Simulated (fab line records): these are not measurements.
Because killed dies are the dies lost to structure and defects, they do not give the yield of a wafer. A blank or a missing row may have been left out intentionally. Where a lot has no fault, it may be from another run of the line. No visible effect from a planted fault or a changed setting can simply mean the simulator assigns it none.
fab line records	flow nandHarc
[record] lots = 12	wafers = 36	lastDay = 34
route steps=1302 shown A_SGD_CUT@902 A_SLIT@934 END@1302
lots that met no fault: taken from a fault-free run of the same line
startH: start of the lot's first displayed wafer, in hours after the record's first day	waitH: hours from the lot's prior step to this one	" as in the row above	L1.1+2: a single row standing in for several wafers	- no value present, or no start provided	* or withheld: withheld	< > ~ a bound
route shown NAME@n: NAME is a module with steps in the file, n the number in the route of the first one	usual: mean/standard deviation taken from wafers without a fault	same: alike in all rows	chamber/n: place in a boat	sites: the reading at each site	_std_site: their standard deviation	_edge_site: outer sites' mean less inner sites'	radiusMm: for every site, how far away it sits from the centre of the wafer	mask NAME#n: copy n	behind: the last tool/chamber to shape the wafer	hold: why the lot was held/for how many hours/how that ended	device: transistor that didn't switch, given as n, p or np	end of line: at the end of the route, the tests of the same wafers	for a step that has no rows: nothing shown but its recipe	killed: the dies lost at the first sort to structure and to defects; this is not the yield of the wafer	map: a wafer's dies, x killed, . not, _ none there
set.NAME: the setting that was run; set.NAME@STEP: the one run at that earlier step	model.NAME: the simulator's own value behind a step, which no gauge read
the route's steps for a sample of lots (tables are steps, rows are wafers)
services: when a tool's chamber went out of use (startH, in hours from the record's first day, below 0 if earlier), for how many hours, and the reason
[[steps]]
[step NHARC_A_SGD_CUT_OVL_MEAS_10]
[usual] overlayXNm = -0.1/0.87	overlayYNm = 0.0/1.1
lot.wafer	tool	chamber	startH	waitH	overlayXNm	overlayYNm
L355.3	overlay-01	-	433.77	-	-1.4	-1.2
L355.5	"	-	"	"	-1.1	-0.7
L355.6	"	-	"	"	-1.6	-1.0
L357.1	overlay-02	-	453.40	-	0.0	-1.1
L357.3	"	-	"	"	-0.4	-1.2
L357.4	"	-	"	"	-0.3	-0.8
L358.1	overlay-02	-	466.42	-	1.1	-0.2
L358.4	"	-	"	"	0.4	-0.7
L358.5	"	-	"	"	0.6	-0.6
L359.2	overlay-02	-	481.43	-	0.5	0.5
L359.3	"	-	"	"	1.3	0.5
L359.4	"	-	"	"	0.4	0.9
L362.3	overlay-01	-	518.92	-	-0.9	-0.8
L362.5	"	-	"	"	-1.2	-0.6
L362.6	"	-	"	"	-1.0	-0.2
L366.1	overlay-02	-	553.58	-	-0.3	0.2
L366.4	"	-	"	"	-0.6	-0.1
L366.5	"	-	"	"	-0.3	0.4
L368.1	overlay-01	-	554.79	-	0.8	0.8
L368.5	"	-	"	"	1.0	1.0
L368.6	"	-	"	"	1.2	0.9
L371.2	overlay-01	-	600.03	-	-0.3	0.1
L371.5	"	-	"	"	0.1	0.1
L371.6	"	-	"	"	0.6	0.1
L374.2	overlay-02	-	627.50	-	-1.1	-1.2
L374.4	"	-	"	"	-1.5	-1.0
L374.5	"	-	"	"	-1.6	-1.1
L375.2	overlay-01	-	637.10	-	0.6	-1.0
L375.3	"	-	"	"	0.8	-0.8
L375.5	"	-	"	"	1.1	-0.7
L377.1	overlay-02	-	646.96	-	-0.1	-1.1
L377.3	"	-	"	"	0.4	-1.3
L377.4	"	-	"	"	-0.2	-0.8
L378.1	overlay-01	-	688.65	-	-0.7	-0.8
L378.4	"	-	"	"	-1.3	-0.5
L378.5	"	-	"	"	-1.1	-0.5
[step NHARC_A_SGD_CUT_CMP_21]
[recipe] targetThkNm = 148.19
[usual] edgeZonePressureFrac = 0.999/0.0052	motorCurrentA = 12.5/0.95	retainingRingPressureFrac = 1.000/0.0052	timeToEndpointS = 51/3.2
lot.wafer	tool	chamber	startH	waitH	edgeZonePressureFrac	motorCurrentA	retainingRingPressureFrac	timeToEndpointS
L355.3	cmp-02	2	440.20	0.4	0.997	11.3	1.006	53
L355.6	"	0	"	"	1.005	12.7	0.999	50
L355.5	"	1	"	"	1.010	12.3	1.010	53
L357.3	cmp-02	1	459.33	0.4	1.004	12.9	1.002	47
L357.4	"	2	"	"	0.995	11.5	1.011	55
L357.1	"	3	"	"	0.996	10.8	0.999	52
L358.4	cmp-04	2	473.32	0.4	0.989	12.4	0.995	47
L358.1	"	0	"	"	0.999	11.6	0.992	49
L358.5	"	1	"	"	0.997	13.9	0.995	52
L359.3	cmp-04	3	487.42	0.4	0.996	11.5	0.997	58
L359.2	"	0	"	"	1.005	12.3	1.005	50
L359.4	"	1	"	"	1.001	13.5	0.995	54
L362.3	cmp-02	1	524.82	0.4	1.000	12.4	0.999	49
L362.6	"	0	"	"	0.999	13.7	0.999	50
L362.5	"	1	"	"	1.000	12.5	0.994	49
L366.1	cmp-01	2	559.85	0.4	1.001	12.7	1.003	57
L366.4	"	3	"	"	0.989	13.0	1.007	60
L366.5	"	0	"	"	1.009	12.9	1.002	53
L368.1	cmp-04	3	559.85	0.4	1.005	12.0	0.992	54
L368.6	"	1	"	"	1.002	14.0	1.001	55
L368.5	"	2	"	"	0.996	12.4	0.999	50
L371.2	cmp-02	0	607.48	0.4	0.997	14.3	1.010	47
L371.5	"	3	"	"	1.006	10.1	0.999	50
L371.6	"	0	"	"	0.997	14.1	0.998	50
L374.4	cmp-04	1	633.37	0.4	1.005	13.4	0.992	51
L374.2	"	2	"	"	0.994	12.4	0.988	50
L374.5	"	0	"	"	0.996	11.6	0.995	46
L375.2	cmp-04	1	643.04	0.4	0.989	13.9	1.005	52
L375.3	"	3	"	"	1.000	10.7	1.007	57
L375.5	"	2	"	"	1.006	12.2	1.001	48
L377.4	cmp-01	1	653.00	0.4	0.988	11.3	1.004	50
L377.1	"	2	"	"	1.011	13.0	1.001	54
L377.3	"	0	"	"	0.990	12.5	0.994	47
L378.4	cmp-02	1	694.93	0.4	0.992	12.6	1.003	49
L378.1	"	2	"	"	0.999	11.9	0.986	54
L378.5	"	0	"	"	0.994	13.3	1.000	50
[step NHARC_A_SLIT_OVL_MEAS_10]
[usual] overlayXNm = 0.0/0.95	overlayYNm = 0.2/0.77
lot.wafer	tool	chamber	startH	waitH	overlayXNm	overlayYNm
L355.3	overlay-01	-	445.79	-	-0.3	-0.1
L355.5	"	-	"	"	-0.2	0.5
L355.6	"	-	"	"	0.0	-0.2
L357.1	overlay-01	-	465.28	-	-0.3	0.9
L357.3	"	-	"	"	-0.7	0.9
L357.4	"	-	"	"	-0.1	1.1
L358.1	overlay-01	-	479.26	-	1.0	0.5
L358.4	"	-	"	"	1.0	-0.2
L358.5	"	-	"	"	0.5	0.5
L359.2	overlay-02	-	499.58	-	-0.2	0.4
L359.3	"	-	"	"	0.1	-0.1
L359.4	"	-	"	"	0.3	-0.1
L362.3	overlay-01	-	530.84	-	-2.0	0.3
L362.5	"	-	"	"	-2.1	-0.5
L362.6	"	-	"	"	-2.3	-0.3
L368.1	overlay-02	-	566.89	-	0.8	-0.3
L368.5	"	-	"	"	0.9	-0.5
L368.6	"	-	"	"	0.7	0.0
L366.1	overlay-01	-	568.46	-	-0.9	-1.0
L366.4	"	-	"	"	-0.9	-0.6
L366.5	"	-	"	"	-0.9	-0.8
L371.2	overlay-01	-	613.24	-	0.9	0.0
L371.5	"	-	"	"	0.3	0.0
L371.6	"	-	"	"	0.9	0.3
L374.2	overlay-01	-	643.91	-	1.0	1.1
L374.4	"	-	"	"	1.1	1.0
L374.5	"	-	"	"	1.2	0.5
L375.2	overlay-02	-	648.69	-	0.7	0.6
L375.3	"	-	"	"	0.2	0.5
L375.5	"	-	"	"	-0.1	0.0
L377.1	overlay-01	-	658.67	-	-0.7	-0.4
L377.3	"	-	"	"	-1.0	-0.6
L377.4	"	-	"	"	-1.0	-0.5
L378.1	overlay-01	-	704.39	-	0.6	-0.6
L378.4	"	-	"	"	0.6	-0.5
L378.5	"	-	"	"	0.4	-0.3
[step NHARC_A_SLIT_ETCH_24]
[recipe] targetDepthA = 1210	timeS = 60.5	cf4FlowSccm = 100	chf3FlowSccm = 30	arFlowSccm = 0	rfW = 500	biasW = 200	chemistry = CF4/CHF3
[usual] biasW = 199.9/0.55	drypumpMotorCurrentA = 5.5/0.56	mfcArSccm = 0.005/0.0072	oesProductAu = 0.961/0.02	rfVppV = 370.4/1.8	showerheadPlenumPTorr = 1.57/0.049	throttleValvePct = 16.802/0.0098
lot.wafer	tool	chamber	startH	waitH	biasW	drypumpMotorCurrentA	mfcArSccm	oesProductAu	rfHoursCounterH	rfVppV	showerheadPlenumPTorr	throttleValvePct
L355.3	rieDiel-10	3	445.98	0.1	199.8	5.2	0	0.971	0.9	373.2	1.59	16.799
L355.6	"	1	"	"	199.8	4.9	0	0.951	-	370.1	1.56	16.798
L355.5	"	2	"	"	200.3	5.1	0	0.993	-	372.7	1.63	16.812
L357.3	rieDiel-09	0	465.47	0.1	199.7	5.9	0.015	0.958	6.5	369.1	1.57	16.789
L357.1	"	2	"	"	199.8	5.4	0	0.987	5.9	367.8	1.51	16.804
L357.4	"	3	"	"	200.7	5.5	0.018	0.979	5.6	369.3	1.54	16.813
L358.1	rieDiel-05	1	479.44	0.1	200.1	5.7	0	0.981	4.1	370.8	1.59	16.817
L358.4	"	0	"	"	200.0	6.3	0	0.965	4.1	368.3	1.54	16.788
L358.5	"	2	"	"	200.0	6.0	0	0.985	-	371.7	1.64	16.800
L359.2	rieDiel-05	0	499.78	0.1	199.9	6.3	0	0.960	6.3	369.2	1.54	16.791
L359.4	"	2	"	"	200.4	6.0	0	0.972	5.7	373.7	1.64	16.800
L359.3	"	3	"	"	200.2	6.7	0.020	0.983	6.1	368.8	1.52	16.786
L362.3	rieDiel-05	0	531.04	0.1	200.2	6.3	0	0.993	8.2	370.0	1.54	16.801
L362.5	"	1	"	"	199.5	5.7	0	0.986	-	372.0	1.59	16.806
L362.6	"	2	"	"	198.6	6.0	0	0.959	-	371.2	1.64	16.810
L368.1	rieDiel-10	0	567.07	0.1	200.1	5.3	0.006	0.829	5.3	368.6	1.47	16.814
L368.5	"	0	"	"	199.8	5.3	0.006	0.838	-	366.8	1.47	16.793
L368.6	"	1	"	"	200.4	4.9	0	0.948	-	370.6	1.56	16.802
L366.4	rieDiel-10	0	568.66	0.1	199.7	5.3	0.006	0.821	5.8	367.1	1.47	16.792
L366.1	"	1	"	"	198.9	4.9	0	0.953	6.9	370.0	1.56	16.804
L366.5	"	3	"	"	199.6	5.2	0	0.963	-	371.6	1.59	16.791
L371.2	rieDiel-09	1	613.44	0.1	199.9	4.7	0.011	0.956	4.4	370.6	1.60	16.788
L371.5	"	3	"	"	200.9	5.5	0.018	0.970	-	369.9	1.54	16.808
L371.6	"	0	"	"	199.0	6.0	0.015	0.975	-	370.3	1.57	16.791
L374.4	rieDiel-05	3	644.10	0.1	200.7	6.6	0.020	0.930	2.5	368.7	1.51	16.805
L374.2	"	0	"	"	199.3	6.3	0	0.946	1.0	367.6	1.54	16.798
L374.5	"	3	"	"	200.4	6.6	0.020	0.932	-	368.6	1.51	16.808
L375.3	rieDiel-05	0	648.87	0.1	199.5	6.3	0	0.952	1.9	369.9	1.54	16.817
L375.2	"	3	"	"	199.7	6.7	0.020	0.952	3.0	367.2	1.51	16.815
L375.5	"	1	"	"	199.3	5.7	0	0.953	-	372.0	1.59	16.803
L377.3	rieDiel-10	1	658.86	0.1	199.8	4.9	0	0.956	2.0	370.5	1.56	16.802
L377.1	"	2	"	"	199.3	5.0	0	0.953	2.3	370.7	1.62	16.803
L377.4	"	3	"	"	199.7	5.2	0	0.981	3.0	371.4	1.59	16.799
L378.4	rieDiel-10	2	704.58	0.1	199.1	5.0	0	0.923	5.7	372.5	1.62	16.785
L378.1	"	1	"	"	199.7	4.9	0	0.941	4.9	370.3	1.56	16.792
L378.5	"	3	"	"	200.6	5.2	0	0.933	-	369.4	1.59	16.810
[step NHARC_END_SORT_01]
[recipe] tempC = 25
[usual] killedAtArray = 56/17	killedAtOther = 1.2/1.4	killedAtPeriphery = 4/3.2	killedDies = 61/16	killedOpen = 3.6/2.1	killedShort = 2.7/1.8
[same] grossDies = 677
lot.wafer	tool	chamber	startH	waitH	hold	killedAtArray	killedAtOther	killedAtPeriphery	killedDies	killedOpen	killedShort
L355.3	prober-01	0	561.11	3.1	-	41	0	8	49	3	2
L355.5	prober-01	0	562.69	3.7	-	40	0	3	43	3	0
L355.6	prober-01	0	563.48	4.0	-	40	0	6	46	5	5
L357.1	prober-02	0	570.78	2.5	-	76	0	0	76	2	8
L357.3	prober-02	0	572.38	3.1	-	57	1	1	59	0	1
L357.4	prober-02	0	573.18	3.4	-	76	0	2	78	5	1
L358.1	prober-02	0	593.92	2.5	-	58	2	3	63	2	5
L358.4	prober-02	0	596.32	3.4	-	45	2	4	51	2	2
L358.5	prober-02	0	597.12	3.7	-	40	4	4	48	4	3
L359.2	prober-01	0	611.85	2.8	-	60	0	4	64	3	2
L359.3	prober-01	0	612.63	3.1	-	71	0	3	74	6	1
L359.4	prober-01	0	613.41	3.3	-	74	0	2	76	4	5
L362.3	prober-01	0	642.63	3.1	-	52	0	1	53	5	4
L362.5	prober-01	0	644.23	3.7	-	46	1	6	53	8	3
L362.6	prober-01	0	645.04	4.0	-	45	0	7	52	6	4
L368.1	prober-02	0	684.12	2.5	awaitDispo/7.7h/release	633	2	2	637	3	2
L368.5	prober-02	0	687.25	3.6	awaitDispo/7.7h/release	663	1	5	669	3	6
L368.6	prober-02	0	688.04	3.9	awaitDispo/7.7h/release	35	2	7	44	3	3
L366.1	prober-01	0	684.13	2.5	awaitDispo/0.3h/release	74	0	4	78	5	3
L366.4	prober-01	0	686.53	3.4	awaitDispo/0.3h/release	661	2	3	666	1	3
L366.5	prober-01	0	687.33	3.7	awaitDispo/0.3h/release	77	0	2	79	4	2
L371.2	prober-02	0	722.42	2.8	-	69	5	1	75	0	0
L371.5	prober-02	0	724.80	3.7	-	66	3	4	73	2	2
L371.6	prober-02	0	725.59	4.0	-	81	1	2	84	4	2
L375.2	prober-01	0	764.03	2.8	-	87	2	1	90	2	1
L375.3	prober-01	0	764.83	3.1	-	82	3	1	86	2	2
L375.5	prober-01	0	766.43	3.7	-	85	0	3	88	3	2
L374.2	prober-02	0	765.76	2.8	-	43	0	3	46	6	3
L374.4	prober-02	0	767.35	3.4	-	28	0	4	32	2	0
L374.5	prober-02	0	768.14	3.7	-	27	0	1	28	1	0
L377.1	prober-01	0	771.03	2.5	-	69	3	11	83	12	4
L377.3	prober-01	0	772.63	3.1	-	55	2	8	65	2	4
L377.4	prober-01	0	773.43	3.4	-	55	1	8	64	2	3
L378.1	prober-02	0	821.86	2.5	-	46	6	16	68	3	2
L378.4	prober-02	0	824.26	3.4	-	40	1	9	50	3	2
L378.5	prober-02	0	825.06	3.7	-	60	2	10	72	4	3
// killed by level:class
L355.3 A_SLIT:chamberFilmFlake=23 P_ZERO_WELL:chamberFilmFlake=6 A_CHANNEL_HOLE_D2:chamberFilmFlake=4 A_CHANNEL_FILL_D1:chamberFilmFlake=3 P_BONDPAD:chamberFilmFlake=2 A_CHANNEL_HOLE_D1:chamberFilmFlake=2 A_STAIRCASE:chamberFilmFlake=2 A_CHANNEL_HOLE_D1:geometricParticle:short=1
L355.5 A_SLIT:chamberFilmFlake=19 A_CHANNEL_HOLE_D2:chamberFilmFlake=9 P_ZERO_WELL:chamberFilmFlake=3 A_CHANNEL_FILL_D1:chamberFilmFlake=2 A_CHANNEL_FILL_D2:chamberFilmFlake=2 A_STAIRCASE:chamberFilmFlake=2 A_WL_FILL:geometricParticle:open=1 A_CONTACT:geometricParticle:open=1
L355.6 A_SLIT:chamberFilmFlake=19 A_CHANNEL_HOLE_D2:chamberFilmFlake=8 P_CONTACT:geometricParticle:open=2 A_ONON_D1:geometricParticle:short=2 A_M0:geometricParticle:short=2 P_ZERO_WELL:chamberFilmFlake=2 A_STAIRCASE:chamberFilmFlake=2 A_CONTACT:chamberFilmFlake=2
L357.1 A_CHANNEL_HOLE_D1:chamberFilmFlake=25 A_SLIT:chamberFilmFlake=20 A_CHANNEL_HOLE_D2:chamberFilmFlake=5 A_CONTACT:chamberFilmFlake=5 A_STAIRCASE:chamberFilmFlake=4 A_BONDPAD:chamberFilmFlake=4 A_ONON_D1:geometricParticle:short=2 A_CHANNEL_FILL_D1:geometricParticle:short=2
L357.3 A_SLIT:chamberFilmFlake=24 A_CHANNEL_HOLE_D1:chamberFilmFlake=20 A_CHANNEL_HOLE_D2:chamberFilmFlake=7 A_CHANNEL_FILL_D2:chamberFilmFlake=2 A_ONON_D2:geometricParticle:short=1 P_STI:chamberFilmFlake=1 A_DECK1_JOINT:chamberFilmFlake=1 A_CONTACT:unspecified=1
L357.4 A_CHANNEL_HOLE_D1:chamberFilmFlake=32 A_SLIT:chamberFilmFlake=23 A_CHANNEL_HOLE_D2:chamberFilmFlake=5 A_STAIRCASE:chamberFilmFlake=4 A_CONTACT:chamberFilmFlake=3 A_CHANNEL_FILL_D2:chamberFilmFlake=2 P_GATE:geometricParticle:open=1 P_CONTACT:geometricParticle:open=1
L358.1 A_CHANNEL_HOLE_D1:chamberFilmFlake=37 A_CHANNEL_HOLE_D2:chamberFilmFlake=13 A_DECK1_JOINT:geometricParticle:short=2 P_STI:chamberFilmFlake=2 THIN_TSV:chamberFilmFlake=2 P_CONTACT:geometricParticle:short=1 A_ONON_D1:geometricParticle:short=1 A_ONON_D2:geometricParticle:short=1
L358.4 A_CHANNEL_HOLE_D1:chamberFilmFlake=34 A_CHANNEL_HOLE_D2:chamberFilmFlake=3 P_STI:chamberFilmFlake=2 THIN_TSV:chamberFilmFlake=2 P_CONTACT:geometricParticle:open=1 A_SOURCE_PLATE:geometricParticle:open=1 A_CHANNEL_FILL_D1:geometricParticle:short=1 A_BLC:geometricParticle:short=1
L358.5 A_CHANNEL_HOLE_D1:chamberFilmFlake=23 A_CHANNEL_HOLE_D2:chamberFilmFlake=8 THIN_TSV:chamberFilmFlake=4 A_STAIRCASE:chamberFilmFlake=3 P_CONTACT:geometricParticle:short=2 A_ONON_D2:geometricParticle:open=2 P_M0:geometricParticle:open=1 A_SOURCE_PLATE:geometricParticle:short=1
L359.2 A_SLIT:chamberFilmFlake=26 A_CHANNEL_HOLE_D2:chamberFilmFlake=19 A_CONTACT:chamberFilmFlake=5 A_ZERO_WELL:chamberFilmFlake=3 A_CHANNEL_FILL_D1:chamberFilmFlake=2 P_STI:geometricParticle:short=1 P_CONTACT:geometricParticle:open=1 P_M0:geometricParticle:open=1
L359.3 A_SLIT:chamberFilmFlake=28 A_CHANNEL_HOLE_D2:chamberFilmFlake=26 A_CONTACT:chamberFilmFlake=6 A_CHANNEL_FILL_D1:geometricParticle:open=3 P_GATE:chamberFilmFlake=3 A_ZERO_WELL:chamberFilmFlake=2 A_ONON_D2:geometricParticle:open=1 A_CHANNEL_FILL_D2:geometricParticle:open=1
L359.4 A_CHANNEL_HOLE_D2:chamberFilmFlake=29 A_SLIT:chamberFilmFlake=26 A_CHANNEL_FILL_D2:chamberFilmFlake=3 A_DECK1_JOINT:geometricParticle:short=2 A_CHANNEL_FILL_D2:geometricParticle:short=2 A_M0:geometricParticle:open=2 P_GATE:chamberFilmFlake=2 A_STAIRCASE:chamberFilmFlake=2
L362.3 A_CHANNEL_HOLE_D2:chamberFilmFlake=32 A_STAIRCASE:chamberFilmFlake=4 A_ONON_D2:geometricParticle:open=2 A_CHANNEL_HOLE_D1:chamberFilmFlake=2 P_M0:geometricParticle:open=1 A_ONON_D2:geometricParticle:short=1 A_CHANNEL_FILL_D2:geometricParticle:short=1 A_STAIRCASE:geometricParticle:short=1
L362.5 A_CHANNEL_HOLE_D2:chamberFilmFlake=22 A_CHANNEL_HOLE_D1:chamberFilmFlake=5 A_STAIRCASE:chamberFilmFlake=4 P_CONTACT:geometricParticle:open=2 P_CONTACT:chamberFilmFlake=2 A_ZERO_WELL:chamberFilmFlake=2 A_SLIT:chamberFilmFlake=2 A_CONTACT:chamberFilmFlake=2
L362.6 A_CHANNEL_HOLE_D2:chamberFilmFlake=30 A_CHANNEL_HOLE_D1:chamberFilmFlake=4 P_CONTACT:chamberFilmFlake=3 P_CONTACT:geometricParticle:open=2 A_WL_FILL:chamberFilmFlake=2 P_GATE:geometricParticle:open=1 P_M0:geometricParticle:open=1 A_CHANNEL_FILL_D1:geometricParticle:open=1
L368.1 A_SLIT:areaEtch=590 A_CHANNEL_HOLE_D2:chamberFilmFlake=16 A_STAIRCASE:chamberFilmFlake=10 A_CHANNEL_HOLE_D1:chamberFilmFlake=5 A_CONTACT:chamberFilmFlake=4 A_SLIT:chamberFilmFlake=3 THIN_TSV:chamberFilmFlake=2 P_CONTACT:geometricParticle:open=1
L366.1 A_SLIT:chamberFilmFlake=25 A_CHANNEL_HOLE_D1:chamberFilmFlake=21 A_CHANNEL_HOLE_D2:chamberFilmFlake=18 A_CHANNEL_FILL_D1:geometricParticle:open=3 P_M1:chamberFilmFlake=2 P_CONTACT:geometricParticle:short=1 A_DECK1_JOINT:geometricParticle:short=1 A_STAIRCASE:geometricParticle:open=1
L366.4 A_SLIT:areaEtch=581 A_SLIT:chamberFilmFlake=33 A_CHANNEL_HOLE_D1:chamberFilmFlake=23 A_CHANNEL_HOLE_D2:chamberFilmFlake=13 A_STAIRCASE:chamberFilmFlake=3 P_M1:chamberFilmFlake=2 A_WL_FILL:chamberFilmFlake=2 THIN_TSV:chamberFilmFlake=2
L368.5 A_SLIT:areaEtch=609 A_CHANNEL_HOLE_D2:chamberFilmFlake=17 A_CHANNEL_HOLE_D1:chamberFilmFlake=12 A_STAIRCASE:chamberFilmFlake=6 A_CONTACT:chamberFilmFlake=6 A_SLIT:chamberFilmFlake=4 P_GATE:chamberFilmFlake=2 P_M0:geometricParticle:short=1
L366.5 A_SLIT:chamberFilmFlake=36 A_CHANNEL_HOLE_D1:chamberFilmFlake=19 A_CHANNEL_HOLE_D2:chamberFilmFlake=8 A_CONTACT:chamberFilmFlake=6 A_STAIRCASE:chamberFilmFlake=2 P_M2:geometricParticle:open=1 A_ONON_D2:geometricParticle:short=1 A_CHANNEL_FILL_D2:geometricParticle:open=1
L368.6 A_CHANNEL_HOLE_D2:chamberFilmFlake=14 A_STAIRCASE:chamberFilmFlake=8 A_CHANNEL_HOLE_D1:chamberFilmFlake=7 P_STI:chamberFilmFlake=2 P_GATE:chamberFilmFlake=2 A_CHANNEL_FILL_D1:chamberFilmFlake=2 P_CONTACT:geometricParticle:open=1 P_M1:geometricParticle:short=1
L371.2 A_CHANNEL_HOLE_D1:chamberFilmFlake=34 A_SLIT:chamberFilmFlake=31 THIN_TSV:chamberFilmFlake=5 A_STAIRCASE:chamberFilmFlake=2 P_M0:chamberFilmFlake=1 A_ZERO_WELL:chamberFilmFlake=1 A_CONTACT:chamberFilmFlake=1
L371.5 A_SLIT:chamberFilmFlake=31 A_CHANNEL_HOLE_D1:chamberFilmFlake=23 A_STAIRCASE:chamberFilmFlake=6 P_M0:chamberFilmFlake=3 THIN_TSV:chamberFilmFlake=3 A_CHANNEL_FILL_D2:geometricParticle:short=2 A_ONON_D1:geometricParticle:open=1 A_SGD_CUT:geometricParticle:open=1
L371.6 A_CHANNEL_HOLE_D1:chamberFilmFlake=36 A_SLIT:chamberFilmFlake=36 A_STAIRCASE:chamberFilmFlake=3 A_CHANNEL_HOLE_D2:geometricParticle:open=2 P_CONTACT:geometricParticle:open=1 A_ONON_D2:geometricParticle:open=1 A_CHANNEL_HOLE_D2:geometricParticle:short=1 A_WL_FILL:geometricParticle:short=1
L375.2 A_SLIT:chamberFilmFlake=36 A_CHANNEL_HOLE_D2:chamberFilmFlake=22 A_CHANNEL_HOLE_D1:chamberFilmFlake=11 A_CONTACT:chamberFilmFlake=7 A_CHANNEL_FILL_D1:chamberFilmFlake=3 HYBRID_BOND:chamberFilmFlake=2 A_STAIRCASE:chamberFilmFlake=2 A_M1:chamberFilmFlake=2
L375.3 A_CHANNEL_HOLE_D2:chamberFilmFlake=29 A_SLIT:chamberFilmFlake=25 A_CHANNEL_HOLE_D1:chamberFilmFlake=13 A_CONTACT:chamberFilmFlake=4 A_M1:chamberFilmFlake=3 A_CHANNEL_FILL_D1:chamberFilmFlake=2 A_WL_FILL:chamberFilmFlake=2 HYBRID_BOND:chamberFilmFlake=2
L374.2 A_CHANNEL_HOLE_D1:chamberFilmFlake=23 A_SLIT:chamberFilmFlake=6 A_CHANNEL_FILL_D2:chamberFilmFlake=3 A_CHANNEL_FILL_D2:geometricParticle:open=2 A_STAIRCASE:chamberFilmFlake=2 P_CONTACT:geometricParticle:open=1 P_M2:geometricParticle:open=1 A_SOURCE_PLATE:geometricParticle:open=1
L375.5 A_SLIT:chamberFilmFlake=26 A_CHANNEL_HOLE_D2:chamberFilmFlake=21 A_CHANNEL_HOLE_D1:chamberFilmFlake=12 A_CONTACT:chamberFilmFlake=10 A_WL_FILL:chamberFilmFlake=5 A_CHANNEL_FILL_D1:chamberFilmFlake=4 A_DECK1_JOINT:chamberFilmFlake=2 A_STAIRCASE:chamberFilmFlake=2
L374.4 A_CHANNEL_HOLE_D1:chamberFilmFlake=13 A_SLIT:chamberFilmFlake=7 A_CHANNEL_FILL_D2:chamberFilmFlake=4 P_STI:chamberFilmFlake=3 A_CONTACT:chamberFilmFlake=2 P_GATE:geometricParticle:open=1 A_CHANNEL_FILL_D2:geometricParticle:open=1 A_ZERO_WELL:chamberFilmFlake=1
L374.5 A_CHANNEL_HOLE_D1:chamberFilmFlake=12 A_SLIT:chamberFilmFlake=5 A_CHANNEL_FILL_D2:chamberFilmFlake=4 A_STAIRCASE:chamberFilmFlake=2 A_CONTACT:chamberFilmFlake=2 A_ONON_D2:geometricParticle:open=1 P_STI:chamberFilmFlake=1 A_CHANNEL_HOLE_D2:chamberFilmFlake=1
L377.1 A_SLIT:chamberFilmFlake=31 A_CHANNEL_HOLE_D1:chamberFilmFlake=16 A_CONTACT:chamberFilmFlake=5 P_GATE:chamberFilmFlake=4 A_CHANNEL_FILL_D2:chamberFilmFlake=4 A_ONON_D1:geometricParticle:open=3 THIN_TSV:chamberFilmFlake=3 A_CHANNEL_FILL_D1:geometricParticle:open=2
L377.3 A_SLIT:chamberFilmFlake=25 A_CHANNEL_HOLE_D1:chamberFilmFlake=10 A_CHANNEL_FILL_D2:chamberFilmFlake=6 A_CONTACT:chamberFilmFlake=5 P_STI:chamberFilmFlake=4 P_GATE:chamberFilmFlake=4 A_CHANNEL_FILL_D2:geometricParticle:short=2 A_CHANNEL_HOLE_D2:chamberFilmFlake=2
L377.4 A_SLIT:chamberFilmFlake=27 A_CHANNEL_HOLE_D1:chamberFilmFlake=17 P_STI:chamberFilmFlake=4 P_GATE:chamberFilmFlake=3 A_CHANNEL_FILL_D2:chamberFilmFlake=3 A_CHANNEL_FILL_D1:geometricParticle:short=2 A_DECK1_JOINT:geometricParticle:short=1 A_WL_FILL:geometricParticle:open=1
L378.1 A_SLIT:chamberFilmFlake=34 P_CONTACT:chamberFilmFlake=10 A_STAIRCASE:chamberFilmFlake=5 THIN_TSV:chamberFilmFlake=5 A_M0:chamberFilmFlake=3 P_BONDPAD:chamberFilmFlake=2 P_M0:geometricParticle:open=1 A_ONON_D1:geometricParticle:short=1
L378.4 A_SLIT:chamberFilmFlake=27 P_CONTACT:chamberFilmFlake=5 A_STAIRCASE:chamberFilmFlake=4 A_CONTACT:chamberFilmFlake=4 P_M1:geometricParticle:open=2 P_M1:geometricParticle:short=1 A_CHANNEL_FILL_D2:geometricParticle:open=1 A_CHANNEL_FILL_D2:geometricParticle:short=1
L378.5 A_SLIT:chamberFilmFlake=37 A_STAIRCASE:chamberFilmFlake=5 A_CONTACT:chamberFilmFlake=5 P_GATE:chamberFilmFlake=3 A_CHANNEL_FILL_D2:geometricParticle:short=2 P_STI:chamberFilmFlake=2 P_CONTACT:chamberFilmFlake=2 P_BONDPAD:chamberFilmFlake=2
[[services]]
tool	chamber	startH	hours	kind
rieDiel-10	-	419.50	9.0	pm
cmp-02	-	428.67	4.0	pm
rieDiel-10	2	430.70	2.5	repair
cmp-04	-	444.89	0.5	repair
cmp-04	-	455.80	1.6	repair
rieDiel-10	1	456.56	7.0	repair
rieDiel-10	0	462.22	11.4	repair
rieDiel-05	2	464.38	2.4	repair
rieDiel-10	-	492.08	1.9	repair
cmp-04	-	503.00	4.0	pm
cmp-04	-	516.89	0.8	repair
cmp-04	-	520.93	6.7	repair
cmp-02	-	526.67	4.0	pm
rieDiel-10	-	526.87	2.3	repair
rieDiel-10	2	542.24	5.4	repair
cmp-04	-	547.12	2.1	repair
rieDiel-05	0	580.32	37.0	repair
rieDiel-05	-	584.10	9.0	pm
rieDiel-10	-	596.50	9.0	pm
cmp-04	-	601.00	4.0	pm
rieDiel-10	-	610.30	0.6	repair
rieDiel-05	1	624.08	2.5	repair
cmp-02	-	624.67	4.0	pm
cmp-02	-	642.54	0.6	repair
[[key]]
[firstSign] step = NHARC_A_SLIT_ETCH_24	reading = oesProductAu	direction = down	sigmas = 6.5	usual = 0.961	struck = 0.829
[effect] step = NHARC_END_SORT_01	reading = killedDies	direction = up	sigmas = 36	usual = 61	struck = 657
[moreKillsBornAt] NHARC_A_SLIT_ETCH_24@rieDiel-10 = 1780
metAt NHARC_A_SLIT_ETCH_24
struckLots L366,L368
struckWafers L366.4,L368.1,L368.5
laterRowsLeftOut L366.4,L368.1,L368.5
testerLeftOut L366,L368
notActingAt NHARC_A_SGD_CUT_OVL_MEAS_10,NHARC_A_SGD_CUT_CMP_21,NHARC_A_SLIT_OVL_MEAS_10
[fault] kind = processParameterDrift	tool = rieDiel-10	chamber = 0	onsetH = 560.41	steps = NHARC_A_SLIT_ETCH_24	channel = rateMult	offset = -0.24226	shape = step	endH = 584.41
// testerLeftOut: of these lots the tester's yield and bins aren't shown, on N5 and GAA mostly nor the transistor test; their killed dies are dies lost to structure and defects alone, not to doping, threshold or leakage, so they don't give the yield
// laterRowsLeftOut: the simulator's readings of these wafers behind a module that went badly wrong aren't trusted and aren't shown, but for the sort
